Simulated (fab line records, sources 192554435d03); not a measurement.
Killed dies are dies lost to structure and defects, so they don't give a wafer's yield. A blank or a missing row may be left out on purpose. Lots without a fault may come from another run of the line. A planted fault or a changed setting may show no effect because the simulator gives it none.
Chamber matching | flow n5_finfet | N5_BEOL_M3_STRIP_36 on rie_diel-06: 4 sister chambers
The step strips in N2/H2. 14 wafers are shown with their chamber, then 7 later ones without.

WAFERS WITH THEIR CHAMBER
wafer  | chamber | throttle_valve_pct (%) | drypump_motor_current_A (A) | showerhead_plenum_p_Torr (Torr)
L075.2 | 3       | 24.3                   | 5.8                         | 2.47
L075.4 | 1       | 23.9                   | 6.0                         | 2.38
L075.6 | 3       | 24.3                   | 5.9                         | 2.47
L078.3 | 0       | 23.1                   | 5.8                         | 2.59
L078.4 | 0       | 23.1                   | 5.9                         | 2.59
L078.5 | 3       | 24.3                   | 5.9                         | 2.47
L082.1 | 2       | 23.4                   | 6.0                         | 2.65
L082.2 | 0       | 23.1                   | 5.9                         | 2.58
L082.4 | 1       | 23.6                   | 6.0                         | 2.70
L083.1 | 3       | 24.4                   | 5.9                         | 2.47
L083.2 | 0       | 23.1                   | 5.9                         | 2.58
L083.4 | 2       | 23.4                   | 6.0                         | 2.65
L085.2 | 0       | 23.1                   | 5.8                         | 2.58
L085.3 | 3       | 24.4                   | 5.8                         | 2.47

SIGNATURES (means of the wafers above)
reading                  | chamber 0 | chamber 1 | chamber 2 | chamber 3 | scatter within a chamber
throttle_valve_pct       | 23.100    | 23.750    | 23.400    | 24.340    | 0.0755
drypump_motor_current_A  | 5.860     | 6.000     | 6.000     | 5.860     | 0.049
showerhead_plenum_p_Torr | 2.5840    | 2.5400    | 2.6500    | 2.4700    | 0.0716
Rule: a wafer's distance from a chamber is the root of the sum, over the readings, of the square of ((its reading less the chamber's mean) divided by the reading's scatter). The wafer belongs to the nearest chamber; if the next one is less than 2 further off, it can't be placed. The scatter: the root of (the sum of the squares of (reading less its chamber's mean) over the shown wafers, divided by (wafers less chambers)).

WAFERS WITHOUT THEIR CHAMBER
wafer  | throttle_valve_pct (%) | drypump_motor_current_A (A) | showerhead_plenum_p_Torr (Torr)
L085.6 | 23.1                   | 5.9                         | 2.58
L086.1 | 23.4                   | 6.0                         | 2.65
L086.3 | 23.1                   | 5.8                         | 2.58
L086.6 | 23.6                   | 5.9                         | 2.70
L087.1 | 23.6                   | 6.0                         | 2.69
L087.3 | 23.1                   | 5.9                         | 2.58
L087.6 | 23.5                   | 6.0                         | 2.64

WHICH CHAMBER EACH WENT THROUGH
wafer  | from the rows above     | in truth
L085.6 | 0                       | 0
L086.1 | 2                       | 2
L086.3 | 0                       | 0
L086.6 | can't be placed: 2 or 1 | 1
L087.1 | can't be placed: 2 or 1 | 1
L087.3 | 0                       | 0
L087.6 | 2                       | 2
Placed correctly: 5 of 7. Can't be placed from these rows: 2 (the true chamber is among the candidates in 2). Placed wrongly: 0.
